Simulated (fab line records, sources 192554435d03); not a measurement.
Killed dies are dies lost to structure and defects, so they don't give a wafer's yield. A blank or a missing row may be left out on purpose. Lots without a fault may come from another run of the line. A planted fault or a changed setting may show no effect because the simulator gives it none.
Split-lot experiment | flow n5_finfet | 7 lots, 21 wafers read, on a route of 1938 steps

THE SPLIT
At N5_BEOL_M6_TRENCH_ETCH_37 (etches SiCOH lowk in C4F6/O2, target depth 94.435 nm, time 31.5 s), the setting time_s was moved away from the recipe's 31.5 s on 9 of the 21 wafers read, by -14.6% to +14.3%. The other wafers ran this setting at the recipe's value.

FROM THE SPLIT TO THE READING: what the file shows between them, 11 steps
- N5_BEOL_M6_ETCH_41: etches SiCN in CH3F/O2, target depth 29.7 nm, time 52 s
- N5_BEOL_M6_STRIP_80: strips in N2/H2, time 10 s
- N5_BEOL_M6_OCD_MEAS_38
- N5_BEOL_M6_HM_STRIP_39: strips TiN in peroxide tin strip, target depth 25 nm, time 158 s
- N5_BEOL_M6_SRD_40: time 30 s
- N5_BEOL_M6_ECD_50: material Cu, target thk 300 nm
- N5_BEOL_M6_ANNEAL_51: time 90 s
- N5_BEOL_M6_CMP_52: polishes, stops on SiCOH lowk, t overpolish 6.9 s, target thk 80 nm
- N5_BEOL_M6_THK_MEAS_53: measures by xrf
- N5_BEOL_M6_PRE_CLEAN_55: time 15 s
- N5_BEOL_M6_DEP_56: deposits SiCN from 3MS/NH3, target thk 10 nm, time 17.5 s

THE READING
M6_RS, in ohm/sq, at N5_BEOL_M6_RS_MEAS_57 (measures by four-point-probe). Fault-free wafers of this fab line usually give 0.287 ohm/sq, standard deviation 0.016 ohm/sq.

wafer  | tool, chamber at the split | time_s as run, s | against the recipe | M6_RS, ohm/sq | against lot-mates on the recipe
L075.1 | rie_diel-05, 3             | 31.5             | recipe             | 0.257         | -
L075.2 | rie_diel-05, 1             | 31.5             | recipe             | 0.276         | -
L075.5 | rie_diel-05, 3             | 31.5             | recipe             | 0.269         | -
L082.1 | rie_diel-05, 2             | 31.5             | recipe             | 0.280         | -
L082.3 | rie_diel-05, 1             | 31.5             | recipe             | 0.295         | -
L082.4 | rie_diel-05, 0             | 29.46            | -6.5%              | 0.337         | +0.050
L080.1 | rie_diel-03, 3             | 31.5             | recipe             | 0.296         | -
L080.5 | rie_diel-03, 2             | 26.89            | -14.6%             | 0.374         | +0.075
L080.6 | rie_diel-03, 3             | 31.5             | recipe             | 0.303         | -
L085.1 | rie_diel-05, 1             | 31.5             | recipe             | 0.281         | -
L085.5 | rie_diel-05, 1             | 36               | +14.3%             | 0.236         | -0.041
L085.6 | rie_diel-05, 2             | 31.5             | recipe             | 0.273         | -
L084.1 | rie_diel-05, 3             | 35.38            | +12.3%             | 0.225         | -0.064
L084.2 | rie_diel-05, 1             | 35.38            | +12.3%             | 0.239         | -0.050
L084.4 | rie_diel-05, 0             | 31.5             | recipe             | 0.289         | -
L089.3 | rie_diel-03, 1             | 31.5             | recipe             | 0.274         | -
L089.4 | rie_diel-03, 2             | 29.63            | -5.9%              | 0.310         | +0.036
L089.6 | rie_diel-03, 0             | 29.63            | -5.9%              | 0.294         | +0.020
L094.1 | rie_diel-04, 0             | 35.06            | +11.3%             | 0.245         | -0.061
L094.4 | rie_diel-04, 2             | 35.06            | +11.3%             | 0.256         | -0.050
L094.6 | rie_diel-04, 2             | 31.5             | recipe             | 0.306         | -

THE FIT
A straight line over all 21 wafers: M6_RS changes by -0.00431 ohm/sq for each +1% of time_s; r = -0.90; the points scatter about the line by 0.015 ohm/sq.
The same after taking each lot's own level away (the mean of its wafers on the recipe; 21 wafers): -0.00464 ohm/sq for each +1%; r = -0.97; scatter 0.0092 ohm/sq.
On that fit, the largest move of time_s shifts the reading by 0.068 ohm/sq.
The lots' own levels span 0.2673 to 0.3060 ohm/sq, that is 2.4 times the standard deviation above.
So the lot-to-lot level changes the slope little: the two slopes agree.
Check: with one of the wafers moved furthest among these (-14.6%) left out of the fit, the line predicts +0.0682 ohm/sq for it against its lot-mates. It came out at +0.0745 ohm/sq against them.

OTHER SPLITS ON THESE WAFERS
These wafers also went through other splits before the reading. Each is held against what the fit with the lots' levels taken away leaves over:
other split on the same wafers | wafers away from the commonest value | r with M6_RS (lot level and that fit taken away)
N5_BEOL_M6_COAT_60 spin_rpm    | 10                                   | +0.39
N5_BEOL_M6_ETCH_62 time_s      | 9                                    | +0.14
N5_BEOL_M6_VIA_ETCH_34 time_s  | 4                                    | -0.09

THE WHOLE CHAIN: every reading that the file lists as answering this split, in the file's order
step                      | what it does                                                        | reading                                                                      | change (the file's fit)              | r (the file's)
N5_BEOL_M6_TRENCH_ETCH_37 | etches SiCOH lowk in C4F6/O2, target depth 94.435 nm, time 31.5 s   | BEOL_M6.feature_depth_nm (the simulator's own value, which no gauge read)    | +1.05 nm for each +1% of the setting | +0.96
N5_BEOL_M6_TRENCH_ETCH_37 | etches SiCOH lowk in C4F6/O2, target depth 94.435 nm, time 31.5 s   | etch.depth_nm (the simulator's own value, which no gauge read)               | +1.05 nm for each +1% of the setting | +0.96
N5_BEOL_M6_OCD_MEAS_38    |                                                                     | trench_depth_nm                                                              | +1.03 nm for each +1% of the setting | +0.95
N5_BEOL_M6_CMP_52         | polishes, stops on SiCOH lowk, t overpolish 6.9 s, target thk 80 nm | Cu_of_BEOL_M6_ECD_50.thk_nm (the simulator's own value, which no gauge read) | +1.07 nm for each +1% of the setting | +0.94
N5_BEOL_M6_THK_MEAS_53    | measures by xrf                                                     | M6_THK                                                                       | +1.05 for each +1% of the setting    | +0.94
N5_BEOL_M6_RS_MEAS_57     | measures by four-point-probe                                        | M6_RS                                                                        | -0.00451 for each +1% of the setting | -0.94

THE FILE'S OWN FIT
M6_RS changes by -0.00451 ohm/sq for each +1% of time_s, r = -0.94.
